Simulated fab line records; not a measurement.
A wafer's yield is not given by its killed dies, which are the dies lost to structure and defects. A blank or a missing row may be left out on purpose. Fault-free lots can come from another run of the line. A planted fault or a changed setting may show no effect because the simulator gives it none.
A lot that was struck, set against a sound lot ; flow nand_harc ; 13 steps out of a route of 1159
Sound: the wafers L589.4, L589.5, L589.6. Wafers L601.2, L601.3, L601.4 were the ones struck. The cause comes at the end.
At each step with rows: each side's tool, then ch and its chambers, then its first start. Under that, the readings that differ: sound wafers ; struck wafers ; difference of the means ; sigmas: that difference in standard deviations of wafers without a fault.
alike: same words and numbers on both sides, and readings whose means sit less than 2 such deviations apart. not compared: any withheld reading, any reading some wafer has no value for, any bound like >300 that may hide the same value, and any number with overlapping values for which the record gives no deviation.
Wherever a step has rows on one side only, a row that says differs or no value, or a row with sigmas, the two part there. When numbers do not overlap yet have no deviation, they are printed without sigmas and do not part them. A reading that every wafer of one side lacks parts them only if that side has two wafers or more.

first, 1 step without rows for these wafers: NHARC_A_WL_FILL_CVD_03 (deposits W, target thk 40 nm, time 3302 s).
NHARC_A_WL_FILL_ETCHBACK_04: etches the open film in NF3, target depth 60 nm, time 120 s.
  sound on rie_metal-03 ch 0,1, day 16 02:59; struck on rie_metal-03 ch 0,1, day 19 04:35
  alike: chamber_pressure_mTorr, drypump_motor_current_A, oes_product_au
  not compared: rf_hours_counter_h
NHARC_A_WL_FILL_ETCHBACK_05: etches the open film in Cl2/BCl3, target depth 22 nm, time 60 s.
  sound on rie_metal-03 ch 0,1, day 16 03:11; struck on rie_metal-03 ch 0,1, day 19 04:49
  alike: chamber_pressure_mTorr, drypump_motor_current_A, oes_product_au
  not compared: rf_hours_counter_h
NHARC_A_WL_FILL_STRIP_27: strips in N2/H2, time 20 s.
  sound on plasma_asher-01 ch 0,1, day 16 03:27; struck on plasma_asher-01 ch 0,1, day 19 05:10
  alike: drypump_motor_current_A, heater_power_w
  not compared: rf_hours_counter_h
then, 4 steps without rows for these wafers: NHARC_A_WL_FILL_STRIP_28 (strips in post etch residue remover, time 1200 s); NHARC_A_WL_FILL_PRECLEAN_06 (cleans in DIW, time 300 s); NHARC_A_WL_FILL_SRD_07; NHARC_A_WL_FILL_ANNEAL_08 (time 1800 s).
NHARC_A_WL_FILL_ALD_10: deposits SiO2, target thk 50 nm, pulse time 10 s, ald cycles 500.
  sound on ald_hk-03 ch 1,2, day 16 08:55; struck on ald_hk-02 ch 0,1,3, day 19 10:19
  alike: heater_power_w, precursor_pulse_height_rel
NHARC_A_WL_FILL_ETCHBACK_16: etches the open film in C4F8/O2/Ar, target depth 88 nm, time 17.6 s.
  sound on rie_diel-04 ch 0,1,3; struck on rie_diel-03 ch 0,2,3
reading;sound;struck;difference;sigmas
oes_product_au (a.u.);0.92 0.92 0.92;1.00 0.99 1.00;+0.08;+2
  alike: bias_w, chamber_pressure_mTorr, rf_vpp_V
  not compared: rf_hours_counter_h
then, 1 step without rows for these wafers: NHARC_A_WL_FILL_STRIP_29 (strips in O2, time 20 s).
NHARC_A_WL_FILL_ETCHBACK_17: etches the open film in Cl2/BCl3, target depth 4 nm, time 26.7 s.
  sound on rie_metal-01 ch 0,1, day 16 13:46; struck on rie_metal-03 ch 0,1, day 19 15:08
  no value came back on the struck wafers for chamber_pressure_mTorr (mTorr), drypump_motor_current_A (A), oes_product_au (a.u.); on the sound wafers chamber_pressure_mTorr (mTorr) reads 10.007 9.989 10.002
  not compared: rf_hours_counter_h
then, 1 step without rows for these wafers: NHARC_A_WL_FILL_PRECLEAN_18 (cleans in dHF, time 30 s).

## WHERE THEY PART
At NHARC_A_WL_FILL_ETCHBACK_16 first; at NHARC_A_WL_FILL_ETCHBACK_17 last (within this record only).

WHY: whatever the simulator had introduced
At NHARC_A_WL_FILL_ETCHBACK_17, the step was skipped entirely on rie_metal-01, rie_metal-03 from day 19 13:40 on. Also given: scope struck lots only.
